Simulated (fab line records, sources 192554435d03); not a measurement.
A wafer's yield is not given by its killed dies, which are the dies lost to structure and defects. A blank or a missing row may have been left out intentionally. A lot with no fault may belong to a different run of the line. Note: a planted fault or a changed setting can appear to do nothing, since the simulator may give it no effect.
Matching of chambers || flow n5-finfet || pecvd-01 running N5_BEOL_M10_ILD_DEP_00: 3 sister chambers
The step deposits SiCOH lowk from DEMS/porogen, target thk 308.51 nm, time 58 s. 3 wafers are shown with their chamber, then 12 later ones without.

== EACH WAFER AND ITS CHAMBER ==
{"wafer": "L086.1", "chamber": 2, "throttle-valve-pct (%)": 13.5}
{"wafer": "L087.3", "chamber": 1, "throttle-valve-pct (%)": 14.8}
{"wafer": "L087.4", "chamber": 0, "throttle-valve-pct (%)": 13.4}

== WAFERS WITHOUT THEIR CHAMBER ==
{"wafer": "L088.1", "throttle-valve-pct (%)": 14.8}
{"wafer": "L088.4", "throttle-valve-pct (%)": 14.5}
{"wafer": "L088.5", "throttle-valve-pct (%)": 13.3}
{"wafer": "L094.1", "throttle-valve-pct (%)": 13.8}
{"wafer": "L094.2", "throttle-valve-pct (%)": 14.5}
{"wafer": "L094.4", "throttle-valve-pct (%)": 14.6}
{"wafer": "L093.1", "throttle-valve-pct (%)": 14.5}
{"wafer": "L093.2", "throttle-valve-pct (%)": 13.5}
{"wafer": "L093.4", "throttle-valve-pct (%)": 13.7}
{"wafer": "L096.3", "throttle-valve-pct (%)": 14.7}
{"wafer": "L096.5", "throttle-valve-pct (%)": 13.6}
{"wafer": "L096.6", "throttle-valve-pct (%)": 14.7}

== WHICH CHAMBER EACH ONE RAN IN ==
{"wafer": "L088.1", "from the rows above": 1, "in truth": 1}
{"wafer": "L088.4", "from the rows above": 1, "in truth": 1}
{"wafer": "L088.5", "from the rows above": "can't be placed: 0 or 2", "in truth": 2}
{"wafer": "L094.1", "from the rows above": "can't be placed: 2 or 0", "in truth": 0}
{"wafer": "L094.2", "from the rows above": 1, "in truth": 1}
{"wafer": "L094.4", "from the rows above": 1, "in truth": 1}
{"wafer": "L093.1", "from the rows above": 1, "in truth": 1}
{"wafer": "L093.2", "from the rows above": "can't be placed: 2 or 0", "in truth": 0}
{"wafer": "L093.4", "from the rows above": "can't be placed: 2 or 0", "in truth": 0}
{"wafer": "L096.3", "from the rows above": 1, "in truth": 1}
{"wafer": "L096.5", "from the rows above": "can't be placed: 2 or 0", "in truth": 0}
{"wafer": "L096.6", "from the rows above": 1, "in truth": 1}
Placed correctly: 7 of 12. From these rows, 5 cannot be placed; in 5 the true chamber is one of the candidates. 0 placed wrongly.
How it was worked out, from the rows above alone: a wafer's distance from a chamber is the root of the sum, over the readings, of the square of ((its reading less the chamber's mean) divided by the reading's scatter). The wafer belongs to the nearest chamber; if the next one is less than 2 further off, it can't be placed. The mean given for a chamber averages the wafers shown for that chamber. The scatter (one wafer shown for each chamber): square how far every hidden wafer sits from the nearest shown wafer, average those squares and take the square root.
